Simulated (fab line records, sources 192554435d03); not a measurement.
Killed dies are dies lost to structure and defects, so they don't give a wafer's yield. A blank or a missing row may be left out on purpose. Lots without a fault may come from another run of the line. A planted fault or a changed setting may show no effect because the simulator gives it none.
Problem report in the 8D (eight disciplines) form, filled by code | flow n5_finfet | the parts of the form that need people (team, actions taken, sign-off) are left out

1. THE PROBLEM
EOT_N at N5_BEOL_M4_RC_MEAS_101 reads a mean of 14.90 on 3 wafers of 2 lots; wafers without a fault read 10.54 with a standard deviation of 0.081. That is +54 standard deviations from the usual mean.
First seen on wafer L204.5, day 11 18:49, on prober-02. The record holds 29 wafers of 10 lots with a number at this step. Rule for "out", or "out of limits": more than 4 standard deviations from the usual mean. The other wafers with a number count as sound.

2. WHAT IT IS AND WHAT IT IS NOT
question                    | is                                                                                                                                    | is not
which readings at this step | EOT_N, DIBL_N, DIBL_P, EOT_P, IGATE_N, IGATE_P, IOFF_N, IOFF_N_85C, IOFF_N_LIN, IOFF_P, IOFF_P_85C, IOFF_P_LIN, ION_P, SS_P, VT_N_LVT | -
which lots                  | L204, L209                                                                                                                            | L192, L194, L197, L199, L200, L201, L214, L215
which wafers of those lots  | L204.5, L209.1, L209.5                                                                                                                | L204.4, L204.6
read on which gauges        | prober-01, prober-02                                                                                                                  | -
when                        | from day 11 18:49                                                                                                                     | up to then (20 sound wafers); but 6 sound wafers of L214, L215 came after

3. SUSPECTS, AND WHAT RULES EACH OUT
Counting: a tool at a process step up to the reading stays a suspect if it ran every lot that is out. Sound lots after the first of them don't rule it out here, since some wafers of a struck lot are sound.
- the gauge at N5_BEOL_M4_RC_MEAS_101: ruled out. The wafers that are out were read on 2 gauges (prober-01, prober-02).
- remote_plasma-02 at N5_DUMMY_REMOVAL_PRECLEAN_08 (cleans in NF3:NH3, afs cycles 2, time 20 s, sublimation time 60 s): kept. It ran every lot that is out, first L204 (day 7 00:22); its last sound lot up to then is L200 (day 6 15:40).
Left after counting: remote_plasma-02 at N5_DUMMY_REMOVAL_PRECLEAN_08.

4. THE CAUSE (what the simulator had put in)
Process parameter drift: remote_plasma-02, from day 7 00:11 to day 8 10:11, at N5_DUMMY_REMOVAL_PRECLEAN_08. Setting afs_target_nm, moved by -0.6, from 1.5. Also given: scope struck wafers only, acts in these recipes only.
Counting left only this tool.

5. THE CHAIN OF EFFECTS, in route order
Each row: a reading whose mean over the struck wafers that have a number lies more than 3 standard deviations from the usual. Only readings for which the record gives a usual standard deviation are gone through. hours: the time from each lot's start at the first step in this table that gives one to its start at this step, as a median over the lots. sigmas: the change in usual standard deviations.
hours | step                    | reading        | usual        | on struck wafers | change  | sigmas
0     | N5_BEOL_M4_RC_MEAS_101  | DIBL_N         | 36.1 mV/V    | 48.8             | +12.7   | +7.9
0     | N5_BEOL_M4_RC_MEAS_101  | DIBL_P         | 36.6 mV/V    | 52.1             | +15.5   | +8.2
0     | N5_BEOL_M4_RC_MEAS_101  | EOT_N          | 10.54        | 14.90            | +4.36   | +54
0     | N5_BEOL_M4_RC_MEAS_101  | EOT_P          | 10.51        | 14.86            | +4.35   | +49
0     | N5_BEOL_M4_RC_MEAS_101  | IGATE_N        | 0.0122 nA/um | 0.0001           | -0.0121 | -7.6
0     | N5_BEOL_M4_RC_MEAS_101  | IGATE_P        | 0.0037 nA/um | 0.0000           | -0.0037 | -7.7
0     | N5_BEOL_M4_RC_MEAS_101  | IOFF_N         | 0.160 nA/um  | 0.529            | +0.369  | +14
0     | N5_BEOL_M4_RC_MEAS_101  | IOFF_N_85C     | 3.1 nA/um    | 8.6              | +5.5    | +13
0     | N5_BEOL_M4_RC_MEAS_101  | IOFF_N_LIN     | 0.075 nA/um  | 0.239            | +0.164  | +17
0     | N5_BEOL_M4_RC_MEAS_101  | IOFF_P         | 0.210 nA/um  | 0.592            | +0.382  | +14
0     | N5_BEOL_M4_RC_MEAS_101  | IOFF_P_85C     | 3.7 nA/um    | 8.8              | +5.1    | +12
0     | N5_BEOL_M4_RC_MEAS_101  | IOFF_P_LIN     | 0.100 nA/um  | 0.263            | +0.163  | +15
0     | N5_BEOL_M4_RC_MEAS_101  | ION_N          | 677 uA/um    | 636              | -41     | -4.1
0     | N5_BEOL_M4_RC_MEAS_101  | ION_P          | 464 uA/um    | 430              | -34     | -4.9
0     | N5_BEOL_M4_RC_MEAS_101  | SS_N           | 71.4 mV/dec  | 74.3             | +2.9    | +5.2
0     | N5_BEOL_M4_RC_MEAS_101  | SS_P           | 73.3 mV/dec  | 76.5             | +3.2    | +5.2
0     | N5_BEOL_M4_RC_MEAS_101  | VT_N           | 249.1 mV     | 236.7            | -12.4   | -4.8
0     | N5_BEOL_M4_RC_MEAS_101  | VT_N_LVT       | 97.6 mV      | 81.7             | -15.9   | -5.7
0     | N5_BEOL_M4_RC_MEAS_101  | VT_P           | -250 mV      | -239             | +11     | +3.4
0     | N5_BEOL_M4_RC_MEAS_101  | VT_P_LVT       | -98.3 mV     | -86.1            | +12.2   | +4.7
101   | N5_PASSIVATION_PROBE_49 | sort_n_pass    | 1077         | 181              | -896    | -50
101   | N5_PASSIVATION_PROBE_49 | sort_yield_pct | 91.3 %       | 15.3             | -76.0   | -51
The process steps in it:
- N5_PASSIVATION_PROBE_49
Later measuring or inspecting steps at which every struck wafer that the step has a row for has a number for every such reading, and none has moved that far: N5_BEOL_M5_THK_MEAS_01.

6. WHAT WOULD HAVE CAUGHT IT SOONER
In this record the first reading out of limits at a measuring or inspecting step was taken at day 11 18:49, 115 hours after the fault began at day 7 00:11.
All the lots that are out (2) had begun N5_DUMMY_REMOVAL_PRECLEAN_08 on remote_plasma-02 by day 11 18:49. A hold on the tool at that time would have spared none of them.
